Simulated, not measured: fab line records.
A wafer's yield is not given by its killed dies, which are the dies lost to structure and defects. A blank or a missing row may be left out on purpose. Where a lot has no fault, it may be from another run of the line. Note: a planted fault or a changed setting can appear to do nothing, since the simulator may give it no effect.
A sampling plan put to the test    flow nand harc    each of the 26 faults these records tell of, on one fab line, judged from the records of the lots it struck
Plan = the line's own looks (route steps where a gauge or an inspection reads the wafer without altering it). A look can be judged if struck wafers have a number there and the file gives its usual mean and standard deviation on fault-free wafers. Caught: the struck wafers' mean, at a look after the fault's first step, is 4 or more of those standard deviations (sigma) away from the usual mean. On the tool: the same test on the tool's own readings at the fault's steps. It also counts as caught if the struck wafers ran another recipe or if their record alone is blank.

## THE FAULTS, as the simulator had put them in
1. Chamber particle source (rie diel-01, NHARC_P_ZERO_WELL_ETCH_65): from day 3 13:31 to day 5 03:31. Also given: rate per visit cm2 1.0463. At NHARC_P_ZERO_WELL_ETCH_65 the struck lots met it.
2. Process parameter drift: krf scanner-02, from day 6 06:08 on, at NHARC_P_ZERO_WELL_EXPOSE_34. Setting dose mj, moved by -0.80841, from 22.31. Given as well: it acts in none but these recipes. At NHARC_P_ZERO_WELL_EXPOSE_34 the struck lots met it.
3. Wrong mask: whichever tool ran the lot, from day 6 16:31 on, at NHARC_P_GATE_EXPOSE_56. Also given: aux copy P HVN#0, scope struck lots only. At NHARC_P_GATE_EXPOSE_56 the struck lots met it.
4. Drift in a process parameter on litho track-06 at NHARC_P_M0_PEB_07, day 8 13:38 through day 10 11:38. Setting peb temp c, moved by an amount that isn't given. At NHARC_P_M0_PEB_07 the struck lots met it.
5. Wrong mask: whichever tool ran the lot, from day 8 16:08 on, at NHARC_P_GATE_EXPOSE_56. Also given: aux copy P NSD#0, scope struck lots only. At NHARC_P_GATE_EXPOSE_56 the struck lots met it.
6. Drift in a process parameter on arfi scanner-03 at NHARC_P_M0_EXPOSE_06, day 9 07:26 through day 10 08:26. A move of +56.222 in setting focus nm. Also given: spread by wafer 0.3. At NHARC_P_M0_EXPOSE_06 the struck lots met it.
7. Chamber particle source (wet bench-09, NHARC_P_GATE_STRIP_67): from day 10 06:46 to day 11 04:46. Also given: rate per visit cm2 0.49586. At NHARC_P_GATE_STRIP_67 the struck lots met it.
8. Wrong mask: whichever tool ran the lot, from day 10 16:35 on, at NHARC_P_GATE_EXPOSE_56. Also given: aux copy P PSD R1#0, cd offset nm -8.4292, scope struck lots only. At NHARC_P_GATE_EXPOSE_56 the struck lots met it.
9. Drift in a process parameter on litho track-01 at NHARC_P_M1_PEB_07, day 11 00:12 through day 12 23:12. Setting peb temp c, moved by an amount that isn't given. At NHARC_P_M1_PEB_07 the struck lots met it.
10. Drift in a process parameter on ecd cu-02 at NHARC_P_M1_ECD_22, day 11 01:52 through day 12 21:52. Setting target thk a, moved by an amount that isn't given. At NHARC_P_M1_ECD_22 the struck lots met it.
11. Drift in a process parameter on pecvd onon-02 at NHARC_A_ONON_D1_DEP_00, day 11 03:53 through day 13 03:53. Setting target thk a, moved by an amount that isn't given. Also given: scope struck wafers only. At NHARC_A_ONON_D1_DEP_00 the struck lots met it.
12. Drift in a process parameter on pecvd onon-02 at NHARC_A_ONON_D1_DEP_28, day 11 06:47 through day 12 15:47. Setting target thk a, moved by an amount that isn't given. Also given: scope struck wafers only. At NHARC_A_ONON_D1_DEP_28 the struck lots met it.
13. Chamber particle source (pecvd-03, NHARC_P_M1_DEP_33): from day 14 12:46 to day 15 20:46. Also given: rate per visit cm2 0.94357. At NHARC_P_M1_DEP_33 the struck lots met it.
14. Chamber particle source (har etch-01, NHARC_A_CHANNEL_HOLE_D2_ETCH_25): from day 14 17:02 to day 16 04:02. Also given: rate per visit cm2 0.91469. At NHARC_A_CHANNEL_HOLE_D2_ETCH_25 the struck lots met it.
15. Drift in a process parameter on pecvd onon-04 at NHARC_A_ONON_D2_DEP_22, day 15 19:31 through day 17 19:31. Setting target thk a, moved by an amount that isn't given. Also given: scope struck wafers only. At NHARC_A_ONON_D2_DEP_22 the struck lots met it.
16. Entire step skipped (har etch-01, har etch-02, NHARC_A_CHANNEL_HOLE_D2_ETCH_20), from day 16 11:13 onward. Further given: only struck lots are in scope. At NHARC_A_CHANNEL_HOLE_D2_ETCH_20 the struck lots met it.
17. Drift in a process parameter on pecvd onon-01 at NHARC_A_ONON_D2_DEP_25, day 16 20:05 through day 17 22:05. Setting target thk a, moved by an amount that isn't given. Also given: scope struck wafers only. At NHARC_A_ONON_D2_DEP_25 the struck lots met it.
18. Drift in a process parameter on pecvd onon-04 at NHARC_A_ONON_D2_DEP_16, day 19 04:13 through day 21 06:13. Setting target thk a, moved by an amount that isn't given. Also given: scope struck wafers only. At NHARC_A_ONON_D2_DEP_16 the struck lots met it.
19. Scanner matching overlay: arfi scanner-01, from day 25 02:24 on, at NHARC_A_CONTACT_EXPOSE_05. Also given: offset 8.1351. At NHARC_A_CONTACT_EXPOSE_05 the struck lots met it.
20. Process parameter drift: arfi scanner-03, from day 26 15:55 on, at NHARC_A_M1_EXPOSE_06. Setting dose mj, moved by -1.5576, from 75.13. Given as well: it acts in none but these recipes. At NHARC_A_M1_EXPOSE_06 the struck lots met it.
21. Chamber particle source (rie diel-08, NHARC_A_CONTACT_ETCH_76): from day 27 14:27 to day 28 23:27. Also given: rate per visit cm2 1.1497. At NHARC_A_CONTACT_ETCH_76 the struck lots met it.
22. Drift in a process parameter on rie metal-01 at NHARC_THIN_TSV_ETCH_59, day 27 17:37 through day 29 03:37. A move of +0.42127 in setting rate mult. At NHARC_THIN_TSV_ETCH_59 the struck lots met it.
23. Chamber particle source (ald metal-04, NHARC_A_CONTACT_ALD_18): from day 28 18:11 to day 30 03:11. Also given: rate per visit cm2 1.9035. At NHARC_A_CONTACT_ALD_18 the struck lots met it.
24. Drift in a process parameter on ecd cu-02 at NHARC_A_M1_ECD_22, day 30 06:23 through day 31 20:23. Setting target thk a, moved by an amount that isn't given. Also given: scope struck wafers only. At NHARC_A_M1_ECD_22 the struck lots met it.
25. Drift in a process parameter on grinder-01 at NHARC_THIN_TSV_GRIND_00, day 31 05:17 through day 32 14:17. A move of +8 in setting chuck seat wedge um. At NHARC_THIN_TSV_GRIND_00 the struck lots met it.
26. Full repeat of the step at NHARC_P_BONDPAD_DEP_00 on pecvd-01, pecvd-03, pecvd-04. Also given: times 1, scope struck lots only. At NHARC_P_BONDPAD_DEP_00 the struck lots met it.

## WHAT THE PLAN SAW
fault  on the tool itself                                first look that catches it                       reading, sigma                                          median hours from its first step to that look  hours from the fault's start to the first struck lot there  judged looks passed uncaught
1      under 2 sigma                                     NHARC_P_ZERO_WELL_INSPECT_43                     raw defect count +99 or beyond                          8.1                                            16                                                          0
2      exposure dose mJ cm2 -40 sigma                    NHARC_P_ZERO_WELL_CD_MEAS_37                     cd nm -4.6                                              0.2                                            12                                                          0
3      under 2 sigma                                     no look after it can be judged                   -                                                       -                                              -                                                           0
4      plate temp C -5.9 sigma                           NHARC_P_M0_CD_MEAS_09                            cd nm -6.9                                              0.1                                            10                                                          0
5      under 2 sigma                                     no look after it can be judged                   -                                                       -                                              -                                                           0
6      exposure dose mJ cm2 +7.0 sigma                   NHARC_P_M0_CD_MEAS_09                            cd nm -4.0                                              0.1                                            23                                                          0
7      no reading that can be judged                     NHARC_END_SORT_01                                killed at periphery +24                                 442.6                                          436                                                         1
8      under 2 sigma                                     NHARC_P_GATE_CD_MEAS_59                          cd nm -5.0                                              0.1                                            7                                                           0
9      plate temp C +13 sigma                            NHARC_P_M1_CD_MEAS_09                            cd nm +10                                               0.1                                            14                                                          0
10     under 2 sigma                                     no look after it can be judged                   -                                                       -                                              -                                                           0
11     no reading that can be judged                     NHARC_A_ONON_D1_THK_MEAS_02                      thk nm +36                                              0.4                                            12                                                          0
12     under 2 sigma                                     NHARC_A_ONON_D1_THK_MEAS_30                      thk nm +71                                              0.3                                            12                                                          0
13     under 2 sigma                                     NHARC_P_M2_INSPECT_11                            raw defect count +99 or beyond                          1.3                                            5                                                           0
14     under 2 sigma                                     NHARC_A_CHANNEL_HOLE_D2_INSPECT_40               raw defect count +7.2                                   2.7                                            19                                                          0
15     no reading that can be judged                     NHARC_A_ONON_D2_THK_MEAS_24                      thk nm +8.9                                             0.5                                            10                                                          0
16     the tool's record is blank for the struck wafers  NHARC_A_CHANNEL_HOLE_D2_CD_MEAS_31               cd nm -89                                               5.4                                            10                                                          0
17     under 2 sigma                                     NHARC_A_ONON_D2_THK_MEAS_27                      thk nm -39                                              0.4                                            7                                                           0
18     under 2 sigma                                     NHARC_A_ONON_D2_THK_MEAS_18                      thk nm -75                                              0.5                                            8                                                           0
19     no reading that can be judged                     NHARC_A_CONTACT_OVL_MEAS_09                      overlay x nm +9.0                                       0.2                                            9                                                           0
20     exposure dose mJ cm2 -16 sigma                    not the one look that can be judged after it     strongest: cd nm at NHARC_A_M1_CD_MEAS_16, -2.3         -                                              -                                                           1
21     under 2 sigma                                     none of the 2 looks that can be judged after it  strongest: killed dies at NHARC_END_SORT_01, +3.9       -                                              -                                                           2
22     oes product au +41 sigma                          NHARC_THIN_TSV_CD_MEAS_37                        cd nm -7.2                                              1.1                                            7                                                           0
23     under 2 sigma                                     NHARC_END_SORT_01                                killed at array +4.3                                    51.6                                           65                                                          0
24     no reading that can be judged                     not the one look that can be judged after it     -                                                       -                                              -                                                           1
25     under 2 sigma                                     NHARC_THIN_TSV_THK_MEAS_02                       thk nm -11                                              0.5                                            1                                                           0
26     under 2 sigma                                     none of the 2 looks that can be judged after it  strongest: thk nm at NHARC_P_BONDPAD_THK_MEAS_33, +2.0  -                                              -                                                           2
A dash: the fault isn't caught, or these records don't give the number.

Caught at a look: 19 of 26. Caught on the tool: 7 of 26. By one or the other: 20 of 26.
Caught on the tool alone: fault 20.
Caught at a look alone: faults 1, 7, 8, 11, 12, 13, 14, 15, 17, 18, 19, 23, 25.
Caught by neither: faults 3, 5, 10, 21, 24, 26.

## THINNER SAMPLING
In the worst case, this is how late the first struck lot would be measured if the look that catches a fault measured only every second or every third lot, by lot number:
fault  struck lots at that look, in order of time  every lot  every second lot  every third lot
1      L952, L954                                  16 h       may miss all 2    may miss all 2
2      L790, L791, L792, L793                      12 h       18 h              28 h
4      L673, L676                                  10 h       40 h              may miss all 2
6      L781                                        23 h       may miss it       may miss it
7      L174, L175                                  436 h      474 h             may miss all 2
8      L594                                        7 h        may miss it       may miss it
9      L409, L411                                  14 h       may miss all 2    may miss all 2
11     L636, L638, L640                            12 h       may miss all 3    45 h
12     L470, L471, L472                            12 h       22 h              26 h
13     L968, L969                                  5 h        19 h              may miss all 2
14     L461, L463                                  19 h       may miss all 2    may miss all 2
15     L490, L491, L492                            10 h       18 h              31 h
16     L317, L318                                  10 h       25 h              may miss all 2
17     L878, L880                                  7 h        may miss all 2    may miss all 2
18     L147, L148, L151                            8 h        22 h              may miss all 3
19     L832, L836                                  9 h        may miss all 2    may miss all 2
22     L316, L315                                  7 h        21 h              may miss all 2
23     L970, L973                                  65 h       84 h              may miss all 2
25     L775, L774                                  1 h        3 h               may miss all 2
Hours: fault start to first struck lot measured. 4 sigma limit: tested on the pooled struck wafers, so a lone lot may be under it. Other struck lots may not be in these records.

## THE LONGEST TIMED WAY FROM STEP TO LOOK
Fault 7: a median of 442.6 hours passes between NHARC_P_GATE_STRIP_67 and NHARC_END_SORT_01. The look between them that can be judged stayed within 4 sigma: NHARC_P_GATE_INSPECT_68.
